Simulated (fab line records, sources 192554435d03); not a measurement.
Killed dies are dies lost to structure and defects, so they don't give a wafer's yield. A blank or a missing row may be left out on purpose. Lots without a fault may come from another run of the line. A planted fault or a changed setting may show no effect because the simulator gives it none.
Chamber matching | flow n5_finfet | N5_FIN_SAQP_ETCH_52 on rie_diel-06: 4 sister chambers
The step etches SOC in N2/H2, target depth 100 nm, overetch 20 nm, time 150 s. 14 wafers are shown with their chamber, then 7 later ones without.

WAFERS WITH THEIR CHAMBER
wafer  | chamber | drypump_motor_current_A (A) | throttle_valve_pct (%) | showerhead_plenum_p_Torr (Torr)
L076.1 | 2       | 5.1                         | 18.10                  | 2.44
L076.3 | 1       | 5.8                         | 18.46                  | 2.42
L076.4 | 3       | 5.8                         | 18.02                  | 2.40
L078.1 | 3       | 5.8                         | 18.03                  | 2.40
L078.4 | 2       | 5.1                         | 18.11                  | 2.44
L078.5 | 0       | 5.8                         | 18.23                  | 2.53
L079.1 | 0       | 5.8                         | 18.23                  | 2.53
L079.4 | 0       | 5.8                         | 18.23                  | 2.53
L079.6 | 2       | 5.1                         | 18.10                  | 2.44
L085.2 | 3       | 5.8                         | 17.64                  | 2.71
L085.4 | 0       | 5.8                         | 18.25                  | 2.52
L085.6 | 1       | 5.9                         | 18.51                  | 2.41
L088.1 | 2       | 5.1                         | 18.16                  | 2.43
L088.4 | 0       | 5.8                         | 18.25                  | 2.52

SIGNATURES (means of the wafers above)
reading                  | chamber 0 | chamber 1 | chamber 2 | chamber 3 | scatter within a chamber
drypump_motor_current_A  | 5.800     | 5.850     | 5.100     | 5.800     | 0.0224
throttle_valve_pct       | 18.2380   | 18.4850   | 18.1175   | 17.8967   | 0.102
showerhead_plenum_p_Torr | 2.5260    | 2.4150    | 2.4375    | 2.5033    | 0.0802
Rule: a wafer's distance from a chamber is the root of the sum, over the readings, of the square of ((its reading less the chamber's mean) divided by the reading's scatter). The wafer belongs to the nearest chamber; if the next one is less than 2 further off, it can't be placed. The scatter: the root of (the sum of the squares of (reading less its chamber's mean) over the shown wafers, divided by (wafers less chambers)).

WAFERS WITHOUT THEIR CHAMBER
wafer  | drypump_motor_current_A (A) | throttle_valve_pct (%) | showerhead_plenum_p_Torr (Torr)
L088.6 | 5.7                         | 17.63                  | 2.71
L092.2 | 5.8                         | 17.64                  | 2.71
L092.3 | 5.8                         | 18.26                  | 2.52
L092.5 | 5.8                         | 17.63                  | 2.71
L093.1 | 5.9                         | 18.51                  | 2.41
L093.4 | 5.7                         | 17.64                  | 2.71
L093.6 | 5.8                         | 18.26                  | 2.52

WHICH CHAMBER EACH WENT THROUGH
wafer  | from the rows above     | in truth
L088.6 | 3                       | 3
L092.2 | 3                       | 3
L092.3 | 0                       | 0
L092.5 | 3                       | 3
L093.1 | 1                       | 1
L093.4 | can't be placed: 3 or 0 | 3
L093.6 | 0                       | 0
Placed correctly: 6 of 7. Can't be placed from these rows: 1 (the true chamber is among the candidates in 1). Placed wrongly: 0.
